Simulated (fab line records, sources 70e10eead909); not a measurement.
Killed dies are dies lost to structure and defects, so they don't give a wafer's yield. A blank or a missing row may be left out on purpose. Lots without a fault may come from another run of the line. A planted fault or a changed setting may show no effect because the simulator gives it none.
One fault seen from 2 desks | flow nand_harc | each desk has only its own numbers; what lay behind them comes last

THE TOOL OWNER'S DESK: rie_diel-02
The tool's own readings at NHARC_A_CONTACT_ETCH_98 (etches the open film in C4F6/O2, target depth 20 nm, time 10 s): means of the sampled wafers that have a number, for each lot that ran on this tool. A lot is out of limits, marked OUT, if its mean lies more than 4 standard deviations from the usual mean; the brackets give that distance.
Columns: A = drypump_motor_current_A at NHARC_A_CONTACT_ETCH_98, usual 5.8 A; B = oes_product_au at NHARC_A_CONTACT_ETCH_98, usual 0.962 a.u.; C = rf_vpp_V at NHARC_A_CONTACT_ETCH_98, usual 548 V; D = showerhead_plenum_p_Torr at NHARC_A_CONTACT_ETCH_98, usual 3.96 Torr; E = throttle_valve_pct at NHARC_A_CONTACT_ETCH_98, usual 26.903 %
lot  | first seen here | A   | B     | C   | D    | E
L869 | day 22 14:26    | 5.5 | 0.948 | 548 | 4.04 | 26.908
L873 | day 23 18:11    | 5.6 | 0.969 | 549 | 4.07 | 26.901
L874 | day 24 05:22    | 5.6 | 0.995 | 547 | 3.90 | 26.908
L875 | day 24 16:35    | 5.6 | 0.999 | 548 | 3.94 | 26.901
L880 | day 26 20:36    | 5.5 | 0.995 | 546 | 3.89 | 26.903
L882 | day 28 02:38    | 5.5 | 0.881 | 546 | 3.91 | 26.909
L883 | day 28 04:37    | 5.5 | 0.884 | 547 | 3.91 | 26.907
L891 | day 31 08:19    | 5.7 | 0.934 | 547 | 3.94 | 26.899
L890 | day 31 17:16    | 5.5 | 0.954 | 548 | 3.99 | 26.894
This desk's finding: nothing out of limits on any of the 9 lots.

THE METROLOGY DESK
What the gauges read, lot by lot, whatever tool the lot ran on: means of the sampled wafers that have a number. A lot is out of limits, marked OUT, if its mean lies more than 4 standard deviations from the usual mean; the brackets give that distance.
Columns: A = cd_nm at NHARC_A_CONTACT_CD_MEAS_08, usual 199.8 nm; B = cd_nm at NHARC_A_CONTACT_CD_MEAS_15, usual 190.2 nm
lot  | first seen here | A     | B
L869 | day 22 11:09    | 199.8 | 190.7
L873 | day 23 14:53    | 200.7 | 191.2
L874 | day 24 02:04    | 199.9 | 190.3
L875 | day 24 13:17    | 199.8 | 190.2
L877 | day 25 18:44    | 199.3 | 189.5
L878 | day 26 03:21    | 200.4 | 191.5
L880 | day 26 17:05    | 200.4 | 190.1
L882 | day 27 23:19    | 199.7 | 190.4
L883 | day 28 01:05    | 200.3 | 191.2
L891 | day 31 05:01    | 199.2 | 190.4
L892 | day 31 07:42    | 199.1 | 189.1
L890 | day 31 13:58    | 199.6 | 190.6
This desk's finding: nothing out of limits on any of the 12 lots.

PUT TOGETHER
The tool owner's desk saw nothing out of limits.
The metrology desk saw nothing out of limits.

WHAT THE SIMULATOR HAD PUT IN
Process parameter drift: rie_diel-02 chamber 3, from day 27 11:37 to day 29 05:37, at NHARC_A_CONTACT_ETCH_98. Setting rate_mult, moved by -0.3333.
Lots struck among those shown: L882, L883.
